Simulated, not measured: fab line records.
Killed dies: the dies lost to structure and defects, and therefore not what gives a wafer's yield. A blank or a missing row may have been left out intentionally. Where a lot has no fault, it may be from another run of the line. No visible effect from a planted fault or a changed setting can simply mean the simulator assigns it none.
Chamber matching / flow n5 finfet / 3 sister chambers for N5_BEOL_M9_ILD_DEP_00 on pecvd-01
The step deposits SiCOH lowk from DEMS/porogen, target thk 308.51 nm, time 58 s. 3 wafers are shown with their chamber, then 9 later ones without.

== WAFERS, EACH WITH ITS CHAMBER ==
wafer=L084.1; chamber=2; throttle valve pct (%)=14.7
wafer=L088.2; chamber=0; throttle valve pct (%)=12.9
wafer=L088.5; chamber=1; throttle valve pct (%)=15.1

== WAFERS WHOSE CHAMBER IS MISSING ==
wafer=L090.1; throttle valve pct (%)=14.9
wafer=L090.4; throttle valve pct (%)=14.7
wafer=L090.5; throttle valve pct (%)=13.3
wafer=L091.1; throttle valve pct (%)=15.1
wafer=L091.2; throttle valve pct (%)=14.9
wafer=L091.3; throttle valve pct (%)=13.1
wafer=L091.4; throttle valve pct (%)=13.2
wafer=L091.5; throttle valve pct (%)=15.1
wafer=L091.6; throttle valve pct (%)=14.9

== CHAMBER TAKEN BY EACH ==
wafer=L090.1; from the rows above=can't be placed: 1 or 2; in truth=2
wafer=L090.4; from the rows above=can't be placed: 2 or 1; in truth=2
wafer=L090.5; from the rows above=0; in truth=0
wafer=L091.1; from the rows above=can't be placed: 1 or 2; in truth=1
wafer=L091.2; from the rows above=can't be placed: 1 or 2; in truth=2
wafer=L091.3; from the rows above=0; in truth=0
wafer=L091.4; from the rows above=0; in truth=0
wafer=L091.5; from the rows above=can't be placed: 1 or 2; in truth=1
wafer=L091.6; from the rows above=can't be placed: 1 or 2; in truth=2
Correct placement for 3 of the 9. Cannot be placed on the basis of these rows: 6; the candidates contain the true chamber in 6. Wrongly placed: 0.
How it was worked out, from the rows above alone: a wafer's distance from a chamber is the root of the sum, over the readings, of the square of ((its reading less the chamber's mean) divided by the reading's scatter). If the next closest chamber is less than 2 further off than the closest, the wafer can't be placed; otherwise it belongs to the closest. A chamber's mean is the mean of its shown wafers. The scatter: with one shown wafer a chamber, the root of the mean of the squares of how far each hidden wafer lies from its nearest shown one.
